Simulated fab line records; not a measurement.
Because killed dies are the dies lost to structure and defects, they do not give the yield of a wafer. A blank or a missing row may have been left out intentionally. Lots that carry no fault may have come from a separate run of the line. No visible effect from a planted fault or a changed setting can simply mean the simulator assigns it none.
fab line records | flow n5_finfet
record: lots: 12 | wafers: 32 | last_day: 19
route steps=1938 shown BEOL_M1@821 BEOL_M2@855
lots that met no fault: taken from a fault-free run of the same line
start_h: the number of hours between the record's first day and the start of the first shown wafer of the lot | wait_h: hours from the lot's prior step to this one | " the same as in the row above | L1.1+2: a row that stands for several wafers | - either no value or no given start | * or withheld: withheld | < > ~ a bound
route shown NAME@n: a module of which the file shows steps, and the number in the route of the first | usual: average and standard deviation across the fault-free wafers | same: alike in all rows | chamber/n: place in a boat | sites: readings site by site | _std_site: the values' standard deviation | _edge_site: mean of outer sites minus mean of inner sites | radius_mm: for every site, how far away it sits from the centre of the wafer | mask NAME#n: copy n | behind: tool/chamber where the wafer was last shaped | hold: reason for holding the lot/hours on hold/outcome of the hold | device: the n, p or np transistor that did not switch | end of line: at the end of the route, the tests of the same wafers | where a step has no rows: the recipe by itself | killed: dies lost to structure and defects at the first sort, not the wafer's yield | map: dies across one wafer; x = killed, . = not, _ = none there
set.NAME: the setting that was run; set.NAME@STEP: the one run at that earlier step | model.NAME: the simulator's own value behind a step, which no gauge read
the route's steps for a sample of lots (tables are steps, rows are wafers)
services: a tool's chamber out of use, with start hour (start_h, from the record's first day; less than 0 if before it), hours out, and reason
== steps ==
step: N5_BEOL_M1_ANNEAL_87
recipe: temp_c: 400 | time_s: 240 | ambient: vacuum
usual: heater_power_w: 819/61 | susceptor_temp_C: 400.01/0.23 | susceptor_temp_C_max: 401.1/0.48
same: time_s: 240
lot.wafer | tool           | chamber | start_h | wait_h | heater_power_w | susceptor_temp_C | susceptor_temp_C_max
L448.1    | pvd_sputter-01 | -       | 127.70  | 0.0    | 776            | 400.04           | 401.0
L448.3    | "              | -       | "       | "      | 753            | 399.47           | 401.2
L450.1    | pvd_sputter-02 | -       | 141.23  | 0.0    | 809            | 400.01           | 400.5
L450.2    | "              | -       | "       | "      | 772            | 400.07           | 401.0
L450.5    | "              | -       | "       | "      | 795            | 399.85           | 401.1
L452.1    | pvd_sputter-02 | -       | 151.92  | 0.0    | 772            | 399.96           | 400.8
L452.3    | "              | -       | "       | "      | 906            | 400.27           | 401.6
L452.6    | "              | -       | "       | "      | 915            | 400.12           | 401.7
L454.1    | pvd_sputter-02 | -       | 167.45  | 0.0    | 828            | 399.64           | 400.2
L454.2    | "              | -       | "       | "      | 786            | 400.16           | 401.2
L454.6    | "              | -       | "       | "      | 778            | 400.36           | 401.5
L456.1    | pvd_sputter-03 | -       | 178.07  | 0.0    | 772            | 400.28           | 401.0
L456.2    | "              | -       | "       | "      | 942            | 400.10           | 401.0
L456.5    | "              | -       | "       | "      | 841            | 400.04           | 401.1
L459.2    | pvd_sputter-03 | -       | 192.31  | 0.0    | 964            | 400.56           | 401.5
L459.5    | "              | -       | "       | "      | 942            | 400.20           | 401.1
L460.1    | pvd_sputter-01 | -       | 211.29  | 0.0    | 800            | 400.16           | 401.1
L460.2    | "              | -       | "       | "      | 767            | 399.94           | 401.4
L460.6    | "              | -       | "       | "      | 816            | 400.34           | 401.5
L464.1    | pvd_sputter-01 | -       | 225.15  | 0.0    | 812            | 400.00           | 401.0
L466.1    | pvd_sputter-03 | -       | 236.50  | 0.0    | 790            | 400.12           | 400.9
L466.2    | "              | -       | "       | "      | 984            | 399.75           | 400.2
L466.6    | "              | -       | "       | "      | 988            | 399.86           | 400.4
L467.3    | pvd_sputter-02 | -       | 247.32  | 0.0    | 791            | 400.69           | 401.6
L467.5    | "              | -       | "       | "      | 789            | 400.29           | 401.5
L467.6    | "              | -       | "       | "      | 781            | 399.91           | 400.8
L468.1    | pvd_sputter-02 | -       | 257.81  | 0.0    | 901            | 400.00           | 401.2
L468.4    | "              | -       | "       | "      | 799            | 400.04           | 401.7
L468.5    | "              | -       | "       | "      | 887            | 399.75           | 401.0
L469.2    | pvd_sputter-02 | -       | 266.88  | 0.0    | 800            | 399.90           | 400.5
L469.3    | "              | -       | "       | "      | 763            | 400.02           | 400.7
L469.6    | "              | -       | "       | "      | 894            | 399.82           | 401.2
step: N5_BEOL_M2_OVL_MEAS_12
recipe: points_per_wafer: 522
usual: M2_OVL: 0.1/0.66
lot.wafer | tool       | chamber | start_h | wait_h | M2_OVL[nm]
L448.1    | overlay-02 | 0       | 131.58  | 0.0    | -1.0
L448.3    | "          | 0       | "       | "      | -0.4
L450.1    | overlay-01 | 0       | 146.46  | 0.0    | -0.6
L450.2    | "          | 0       | "       | "      | 0.2
L450.5    | "          | 0       | "       | "      | -0.5
L452.1    | overlay-01 | 0       | 155.89  | 0.0    | 1.9
L452.3    | "          | 0       | "       | "      | 0.5
L452.6    | "          | 0       | "       | "      | 1.1
L454.1    | overlay-01 | 0       | 176.37  | 0.0    | -0.6
L454.2    | "          | 0       | "       | "      | -0.6
L454.6    | "          | 0       | "       | "      | -0.3
L456.1    | overlay-01 | 0       | 183.90  | 0.0    | -0.5
L456.2    | "          | 0       | "       | "      | -0.6
L456.5    | "          | 0       | "       | "      | -0.9
L459.2    | overlay-02 | 0       | 195.58  | 0.0    | 0.3
L459.5    | "          | 0       | "       | "      | -0.6
L460.1    | overlay-01 | 0       | 214.41  | 0.0    | -0.1
L460.2    | "          | 0       | "       | "      | 0.3
L460.6    | "          | 0       | "       | "      | 0.2
L464.1    | overlay-02 | 0       | 228.14  | 0.0    | 0.2
L466.1    | overlay-01 | 0       | 240.30  | 0.0    | 1.1
L466.2    | "          | 0       | "       | "      | 0.2
L466.6    | "          | 0       | "       | "      | 0.9
L467.3    | overlay-01 | 0       | 250.27  | 0.0    | 0.7
L467.5    | "          | 0       | "       | "      | 1.8
L467.6    | "          | 0       | "       | "      | -0.3
L468.1    | overlay-01 | 0       | 261.24  | 0.0    | 1.0
L468.4    | "          | 0       | "       | "      | 0.5
L468.5    | "          | 0       | "       | "      | 0.8
L469.2    | overlay-01 | 0       | 302.78  | 0.0    | -0.3
L469.3    | "          | 0       | "       | "      | -0.5
L469.6    | "          | 0       | "       | "      | -0.8
step: N5_BEOL_M2_DESCUM_16
recipe: chemistry: O2 | time_s: 7 | source_power_w: 50 | bias_power_w: 20 | pressure_mtorr: 20 | rf_frequency_hz: 2.712e+07 | temp_c: 40 | resist: CAR-EUV | o2_flow_sccm: 225
usual: drypump_motor_current_A: 5.8/0.4 | oes_product_au: 0.79/0.1 | rf_vpp_V: 243.5/1.5 | showerhead_plenum_p_Torr: 2.11/0.081 | throttle_valve_pct: 20.48/0.28
same: time_s: 7
lot.wafer | tool        | chamber | start_h | wait_h | drypump_motor_current_A | oes_product_au | rf_hours_counter_h | rf_vpp_V | showerhead_plenum_p_Torr | throttle_valve_pct
L448.1    | rie_diel-01 | 2       | 131.68  | 0.0    | 5.5                     | 0.92           | 23                 | 242.5    | 2.14                     | 20.25
L448.3    | "           | 0       | "       | "      | 5.1                     | 0.82           | 81                 | 244.0    | 2.20                     | 20.40
L450.1    | rie_diel-05 | 1       | 146.56  | 0.0    | 5.5                     | 0.68           | 223                | 242.8    | 2.05                     | 20.54
L450.2    | "           | 2       | "       | "      | 6.1                     | 0.74           | 167                | 245.4    | 2.18                     | 20.70
L450.5    | "           | 3       | "       | "      | 6.1                     | 0.73           | -                  | 241.0    | 2.00                     | 20.48
L452.1    | rie_diel-03 | 0       | 156.35  | 0.4    | 6.2                     | 0.70           | 194                | 243.6    | 2.17                     | 20.70
L452.3    | "           | 2       | "       | "      | 5.2                     | 0.69           | 242                | 243.4    | 2.08                     | 20.86
L452.6    | "           | 0       | "       | "      | 6.2                     | 0.71           | -                  | 244.0    | 2.17                     | 20.68
L454.1    | rie_diel-01 | 1       | 176.46  | 0.0    | 6.1                     | 0.89           | 38                 | 243.6    | 2.12                     | 20.08
L454.2    | "           | 2       | "       | "      | 5.5                     | 0.88           | 42                 | 243.7    | 2.13                     | 20.28
L454.6    | "           | 1       | "       | "      | 6.1                     | 0.90           | -                  | 244.8    | 2.12                     | 20.10
L456.1    | rie_diel-01 | 0       | 184.17  | 0.2    | 5.2                     | 0.79           | 103                | 244.8    | 2.19                     | 20.44
L456.2    | "           | 1       | "       | "      | 6.1                     | 0.88           | 40                 | 244.9    | 2.12                     | 20.08
L456.5    | "           | 2       | "       | "      | 5.5                     | 0.88           | -                  | 244.5    | 2.13                     | 20.28
L459.2    | rie_diel-03 | 2       | 195.77  | 0.1    | 5.2                     | 0.68           | 259                | 242.8    | 2.08                     | 20.90
L459.5    | "           | 0       | "       | "      | 6.2                     | 0.69           | -                  | 244.2    | 2.17                     | 20.71
L460.1    | rie_diel-03 | 3       | 214.51  | 0.0    | 5.1                     | 0.71           | 201                | 241.5    | 1.99                     | 20.73
L460.2    | "           | 0       | "       | "      | 6.2                     | 0.68           | 219                | 244.5    | 2.16                     | 20.71
L460.6    | "           | 1       | "       | "      | 6.1                     | 0.98           | -                  | 243.6    | 2.05                     | 19.80
L464.1    | rie_diel-03 | 2       | 228.47  | 0.3    | 5.2                     | 1.02           | 0                  | 243.3    | 2.07                     | 20.47
L466.1    | rie_diel-05 | 3       | 241.00  | 0.6    | 6.1                     | 0.71           | 227                | 241.4    | 1.99                     | 20.53
L466.2    | "           | 0       | "       | "      | 6.1                     | 0.95           | 3                  | 244.7    | 2.24                     | 20.03
L466.6    | "           | 0       | "       | "      | 6.1                     | 0.96           | -                  | 244.8    | 2.24                     | 20.01
L467.3    | rie_diel-05 | 0       | 250.48  | 0.2    | 6.1                     | 0.95           | 7                  | 244.8    | 2.24                     | 20.01
L467.5    | "           | 2       | "       | "      | 6.1                     | 0.71           | -                  | 243.8    | 2.17                     | 20.76
L467.6    | "           | 0       | "       | "      | 6.1                     | 0.94           | -                  | 245.9    | 2.24                     | 20.00
L468.1    | rie_diel-05 | 0       | 261.33  | 0.0    | 6.1                     | 0.93           | 12                 | 245.5    | 2.23                     | 20.02
L468.4    | "           | 3       | "       | "      | 6.1                     | 0.70           | -                  | 240.5    | 1.99                     | 20.53
L468.5    | "           | 2       | "       | "      | 6.1                     | 0.70           | -                  | 245.7    | 2.17                     | 20.75
L469.2    | rie_diel-01 | 1       | 302.87  | 0.0    | 6.1                     | 0.82           | 80                 | 244.3    | 2.11                     | 20.15
L469.3    | "           | 3       | "       | "      | 5.7                     | 0.85           | 52                 | 245.3    | 2.22                     | 20.75
L469.6    | "           | 3       | "       | "      | 5.7                     | 0.86           | -                  | 246.3    | 2.22                     | 20.72
step: N5_BEOL_M2_ETCH_74
recipe: chemistry: N2/H2 | target: underlayer | target_depth_a: 65 | mask_material: CAR-EUV | time_s: 5.2 | ion_energy_ev: 200 | pressure_mtorr: 30 | source_w: 840 | bias_w: 150 | n2_flow_sccm: 200 | h2_flow_sccm: 200 | ends: cleared
usual: drypump_motor_current_A: 5.8/0.4 | etch_rf_on_time_s: 5.25/0.12 | oes_product_au: 0.67/0.087 | rf_vpp_V: 524/3.1 | showerhead_plenum_p_Torr: 2.56/0.1 | throttle_valve_pct: 17.85/0.23
lot.wafer | tool        | chamber | start_h | wait_h | drypump_motor_current_A | etch_rf_on_time_s | oes_product_au | rf_hours_counter_h | rf_vpp_V | showerhead_plenum_p_Torr | throttle_valve_pct
L448.1    | rie_diel-01 | 2       | 131.71  | 0.0    | 5.5                     | 5.26              | 0.77           | 23                 | 526      | 2.60                     | 17.67
L448.3    | "           | 0       | "       | "      | 5.1                     | 5.35              | 0.69           | 81                 | 527      | 2.67                     | 17.73
L450.1    | rie_diel-05 | 1       | 146.60  | 0.0    | 5.5                     | 5.43              | 0.58           | 223                | 522      | 2.49                     | 17.90
L450.2    | "           | 2       | "       | "      | 6.1                     | 5.26              | 0.63           | 167                | 527      | 2.64                     | 18.00
L450.5    | "           | 3       | "       | "      | 6.1                     | 5.13              | 0.62           | -                  | 521      | 2.41                     | 17.79
L452.1    | rie_diel-03 | 0       | 156.38  | 0.0    | 6.1                     | 5.22              | 0.60           | 194                | 525      | 2.63                     | 18.03
L452.3    | "           | 2       | "       | "      | 5.2                     | 5.06              | 0.58           | 242                | 525      | 2.49                     | 18.02
L452.6    | "           | 0       | "       | "      | 6.2                     | 5.17              | 0.60           | -                  | 526      | 2.63                     | 18.05
L454.1    | rie_diel-01 | 1       | 176.50  | 0.0    | 6.1                     | 5.08              | 0.75           | 38                 | 526      | 2.59                     | 17.60
L454.2    | "           | 2       | "       | "      | 5.5                     | 5.21              | 0.76           | 42                 | 525      | 2.59                     | 17.69
L454.6    | "           | 1       | "       | "      | 6.1                     | 5.06              | 0.76           | -                  | 526      | 2.59                     | 17.63
L456.1    | rie_diel-01 | 0       | 184.21  | 0.0    | 5.2                     | 5.30              | 0.66           | 103                | 528      | 2.66                     | 17.77
L456.2    | "           | 1       | "       | "      | 6.1                     | 5.00              | 0.76           | 40                 | 526      | 2.59                     | 17.65
L456.5    | "           | 2       | "       | "      | 5.5                     | 5.18              | 0.74           | -                  | 525      | 2.59                     | 17.68
L459.2    | rie_diel-03 | 2       | 195.81  | 0.0    | 5.2                     | 5.13              | 0.57           | 259                | 523      | 2.48                     | 18.06
L459.5    | "           | 0       | "       | "      | 6.2                     | 5.27              | 0.59           | -                  | 527      | 2.62                     | 18.07
L460.1    | rie_diel-03 | 3       | 214.54  | 0.0    | 5.2                     | 5.36              | 0.60           | 201                | 519      | 2.41                     | 18.03
L460.2    | "           | 0       | "       | "      | 6.2                     | 5.30              | 0.57           | 219                | 527      | 2.62                     | 18.04
L460.6    | "           | 1       | "       | "      | 6.1                     | 5.24              | 0.83           | -                  | 522      | 2.50                     | 17.31
L464.1    | rie_diel-03 | 2       | 228.51  | 0.0    | 5.2                     | 6.21              | 0.77           | 0                  | 523      | 2.48                     | 17.59
L466.1    | rie_diel-05 | 3       | 241.04  | 0.0    | 6.1                     | 5.20              | 0.60           | 227                | 521      | 2.40                     | 17.84
L466.2    | "           | 0       | "       | "      | 6.1                     | 5.01              | 0.83           | 3                  | 527      | 2.71                     | 17.41
L466.6    | "           | 0       | "       | "      | 6.1                     | 5.02              | 0.83           | -                  | 528      | 2.71                     | 17.42
L467.3    | rie_diel-05 | 0       | 250.52  | 0.0    | 6.1                     | 5.07              | 0.81           | 7                  | 528      | 2.71                     | 17.43
L467.5    | "           | 2       | "       | "      | 6.2                     | 5.34              | 0.59           | -                  | 527      | 2.62                     | 18.07
L467.6    | "           | 0       | "       | "      | 6.1                     | 5.07              | 0.80           | -                  | 531      | 2.71                     | 17.43
L468.1    | rie_diel-05 | 0       | 261.37  | 0.0    | 6.1                     | 5.07              | 0.80           | 12                 | 529      | 2.71                     | 17.45
L468.4    | "           | 3       | "       | "      | 6.1                     | 5.26              | 0.59           | -                  | 519      | 2.39                     | 17.82
L468.5    | "           | 2       | "       | "      | 6.1                     | 5.31              | 0.60           | -                  | 528      | 2.62                     | 18.08
L469.2    | rie_diel-01 | 1       | 302.90  | 0.0    | 6.1                     | 5.12              | 0.71           | 80                 | 525      | 2.57                     | 17.70
L469.3    | "           | 3       | "       | "      | 5.7                     | 5.29              | 0.73           | 52                 | 528      | 2.70                     | 18.15
L469.6    | "           | 3       | "       | "      | 5.7                     | 5.29              | 0.72           | -                  | 527      | 2.70                     | 18.18
== services ==
tool           | chamber | start_h | hours | kind
pvd_sputter-03 | -       | 133.80  | 2.7   | repair
rie_diel-01    | 3       | 137.47  | -     | clean
rie_diel-01    | 3       | 137.47  | -     | consumable_replace:focus_ring
rie_diel-01    | 3       | 137.47  | -     | consumable_replace:showerhead
rie_diel-05    | -       | 147.61  | 14.6  | pm
rie_diel-05    | 0       | 175.21  | 1.2   | repair
rie_diel-01    | -       | 216.73  | 1.2   | repair
rie_diel-05    | 0       | 218.65  | -     | clean
rie_diel-05    | 0       | 218.65  | -     | consumable_replace:focus_ring
rie_diel-05    | 0       | 218.65  | -     | consumable_replace:showerhead
rie_diel-05    | 1       | 237.91  | 6.5   | repair
rie_diel-05    | 1       | 244.59  | -     | clean
rie_diel-05    | 1       | 244.59  | -     | consumable_replace:focus_ring
rie_diel-05    | 1       | 244.59  | 22.0  | scheduled_down
rie_diel-05    | 1       | 244.59  | 22.0  | vent_cycle
rie_diel-03    | 0       | 258.93  | 7.9   | repair
rie_diel-03    | 1       | 266.71  | 8.6   | repair
pvd_sputter-02 | -       | 269.38  | 29.2  | repair
rie_diel-03    | 1       | 289.50  | 8.2   | repair
rie_diel-05    | 3       | 299.94  | -     | clean
rie_diel-05    | 3       | 299.94  | -     | consumable_replace:focus_ring
rie_diel-05    | 3       | 299.94  | -     | consumable_replace:showerhead
rie_diel-05    | 3       | 299.94  | 23.6  | scheduled_down
rie_diel-05    | 3       | 299.94  | 23.6  | vent_cycle
== key ==
first_sign: step: N5_BEOL_M2_ETCH_74 | reading: etch_rf_on_time_s | direction: up | sigmas: 8.1 | usual: * | struck: *
effect none on later readings
met_at N5_BEOL_M2_ETCH_74
struck_lots L464
struck_wafers L464.1
rows_end L464.1
not_acting_at N5_BEOL_M1_ANNEAL_87,N5_BEOL_M2_OVL_MEAS_12,N5_BEOL_M2_DESCUM_16
onset_between 195.81 228.51
earlier_fault: kind: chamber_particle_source | tool: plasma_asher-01 | chamber: 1 | onset_h: 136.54 | steps: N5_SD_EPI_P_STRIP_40 | rate_per_visit_cm2: 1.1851
fault: kind: process_parameter_drift | tool: rie_diel-03 | chamber: 2 | onset_h: 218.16 | steps: N5_BEOL_M2_ETCH_74 | channel: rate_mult | offset: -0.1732 | shape: step
rows_end: these wafers met a further fault down the route, and their rows from its step on are left out
